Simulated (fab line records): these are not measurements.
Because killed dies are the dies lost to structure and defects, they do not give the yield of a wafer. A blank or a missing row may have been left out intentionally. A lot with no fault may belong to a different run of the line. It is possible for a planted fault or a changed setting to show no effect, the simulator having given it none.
Chamber matching + flow nandHarc + NHARC_P_CONTACT_CMP_24 on cmp-01 has 4 sister chambers
The step polishes, t overpolish 30 s, target thk 200 nm. 14 wafers are shown with their chamber, then 7 later ones without.

WAFERS PAIRED WITH THEIR CHAMBERS
| wafer  | chamber | motorCurrentA (A) | overpolishRunS (s) | timeToEndpointS (s) |
|--------|---------|-------------------|--------------------|---------------------|
| L075.1 | 1       | 15.3              | 29.996             | 38.1                |
| L075.4 | 3       | 11.7              | 30.008             | 42.2                |
| L075.5 | 1       | 13.8              | 29.981             | 36.3                |
| L076.1 | 1       | 14.9              | 30.013             | 39.2                |
| L076.4 | 3       | 12.1              | 30.001             | 39.8                |
| L076.6 | 1       | 14.8              | 29.991             | 38.9                |
| L078.1 | 1       | 14.5              | 30.004             | 41.0                |
| L078.3 | 0       | 13.3              | 30.002             | 40.5                |
| L078.5 | 1       | 13.9              | 30.003             | 42.5                |
| L081.2 | 2       | 11.8              | 29.996             | 40.5                |
| L081.5 | 1       | 14.5              | 29.988             | 42.8                |
| L081.6 | 2       | 12.3              | 30.005             | 43.8                |
| L085.4 | 2       | 11.9              | 30.007             | 39.2                |
| L085.5 | 3       | 11.6              | 29.984             | 40.2                |

SIGNATURES (means of the wafers above)
| reading         | chamber 0 | chamber 1 | chamber 2 | chamber 3 | scatter within a chamber |
|-----------------|-----------|-----------|-----------|-----------|--------------------------|
| motorCurrentA   | 13.300    | 14.529    | 12.000    | 11.800    | 0.449                    |
| overpolishRunS  | 30.00200  | 29.99657  | 30.00267  | 29.99767  | 0.0104                   |
| timeToEndpointS | 40.500    | 39.829    | 41.167    | 40.733    | 2.2                      |
Rule: distance of a wafer from a chamber = root of the sum over the readings of ((wafer's reading minus chamber's mean) / reading's scatter) squared. The wafer belongs to the nearest chamber; if the next one is less than 2 further off, it can't be placed. How the scatter is found: for the shown wafers, subtract from each reading the mean of its chamber, square and add these, divide the total by (wafers less chambers), then take the root.

WAFERS WHOSE CHAMBER IS MISSING
| wafer  | motorCurrentA (A) | overpolishRunS (s) | timeToEndpointS (s) |
|--------|-------------------|--------------------|---------------------|
| L085.6 | 12.2              | 29.987             | 39.9                |
| L087.1 | 15.2              | 29.997             | 39.8                |
| L087.4 | 11.1              | 30.002             | 39.7                |
| L087.6 | 11.8              | 30.000             | 41.0                |
| L090.4 | 12.3              | 30.001             | 37.4                |
| L090.5 | 14.7              | 30.008             | 39.2                |
| L090.6 | 12.3              | 29.989             | 38.8                |

WHICH CHAMBER EACH ONE RAN IN
| wafer  | from the rows above          | in truth |
|--------|------------------------------|----------|
| L085.6 | can't be placed: 3 or 2 or 0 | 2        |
| L087.1 | 1                            | 1        |
| L087.4 | can't be placed: 3 or 2      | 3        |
| L087.6 | can't be placed: 3 or 2      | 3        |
| L090.4 | can't be placed: 2 or 3 or 0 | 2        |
| L090.5 | 1                            | 1        |
| L090.6 | can't be placed: 3 or 2 or 0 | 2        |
Placed correctly: 2 of 7. Unplaceable from these rows: 5, with the true chamber sitting among the candidates in 5. Number placed wrongly: 0.
